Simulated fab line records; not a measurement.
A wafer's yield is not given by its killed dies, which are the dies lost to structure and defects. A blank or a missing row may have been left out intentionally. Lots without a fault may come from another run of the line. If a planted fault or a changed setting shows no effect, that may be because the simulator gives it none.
8D (eight disciplines) problem report, filled in by code | flow nand-harc | the parts of the form that need people (team, actions taken, sign-off) are left out

== 1. WHAT IS WRONG ==
NHARC_A_WL_FILL_ETCHBACK_16, run-length-s: mean 25.2 s over 1 wafer from 1 lot; wafers with no fault: 38.9 s, standard deviation 0.48. Measured from the usual mean, that is -29 standard deviations.
The step: etches the open film in C4F8/O2/Ar, target depth 88 nm, time 17.6 s.
Earliest sighting: wafer L779.2 on rie-diel-09 at day 19 18:20. The record holds 39 wafers of 13 lots with a number at this step. Rule for "out" (also "out of limits"): further than 4 standard deviations from the usual mean. All remaining wafers that have a number are taken as sound.

== 2. WHAT THIS IS AND IS NOT ==
question                    | is                | is not
which readings at this step | run-length-s      | oes-product-au, rf-vpp-V
which lots                  | L779              | L769, L770, L771, L773, L782, L783, L784, L785, L788, L789, L790, L792
which wafers of those lots  | L779.2            | L779.4, L779.6
read on which tools         | rie-diel-09       | rie-diel-06, rie-diel-07
when                        | from day 19 18:20 | up to then (14 sound wafers); but 24 sound wafers of L782, L783, L784, L785, L788, L789, L790, L792 came after

== 3. WHAT RULES OUT EACH SUSPECT ==
Counting: if a tool at a process step up to the reading ran every lot that is out, it stays a suspect. Sound lots after the first of them don't rule it out here, since some wafers of a struck lot are sound.
- har-etch-02 at NHARC_A_SLIT_ETCH_26 (etches the open film in C4F8/O2/Ar, time 90 s, target depth 400 nm): kept. L779, the lot that is out, went through it at day 18 17:49; up to then, the latest sound lot through it was L769 at day 15 01:04.
- rie-diel-09 at NHARC_A_WL_FILL_ETCHBACK_16 (etches the open film in C4F8/O2/Ar, target depth 88 nm, time 17.6 s): kept. L779, the lot that is out, went through it at day 19 18:20; up to then, the latest sound lot through it was L770 at day 16 08:45. On those wafers its own readings are out: run-length-s.
- Within har-etch-02 at NHARC_A_SLIT_ETCH_26, the wafers that are out were processed in chamber 0 and their sound lot-mates in chamber 1.
- Within rie-diel-09 at NHARC_A_WL_FILL_ETCHBACK_16: the wafers that are out ran in chamber 3; their sound lot-mates ran in chambers 0, 2.
Remaining after the count are har-etch-02 at NHARC_A_SLIT_ETCH_26 and rie-diel-09 at NHARC_A_WL_FILL_ETCHBACK_16.

== 4. THE CAUSE (what the simulator had put in) ==
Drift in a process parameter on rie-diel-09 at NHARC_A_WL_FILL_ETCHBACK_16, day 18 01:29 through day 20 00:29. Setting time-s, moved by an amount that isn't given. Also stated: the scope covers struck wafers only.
Of the 2 suspects that counting leaves, this tool is one.

== 5. SEQUENCE OF EFFECTS, ordered by route ==
Rows list readings where the struck wafers' mean (over those with a number) sits beyond 3 standard deviations from the usual. Only readings for which the record gives a usual standard deviation are gone through. hours: the time from each lot's start at the first step in this table that gives one to its start at this step, as a median over the lots. sigmas: the change in usual standard deviations.
hours | step                        | reading      | usual  | on struck wafers | change | sigmas
0     | NHARC_A_WL_FILL_ETCHBACK_16 | run-length-s | 38.9 s | 25.2             | -13.7  | -29
Here are the process steps it includes:
- NHARC_A_WL_FILL_ETCHBACK_16: etches the open film in C4F8/O2/Ar, target depth 88 nm, time 17.6 s.

== 6. WHAT WOULD HAVE CAUGHT IT SOONER ==
In this record the first reading out of limits was taken at day 19 18:20, 41 hours after the fault began at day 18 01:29.
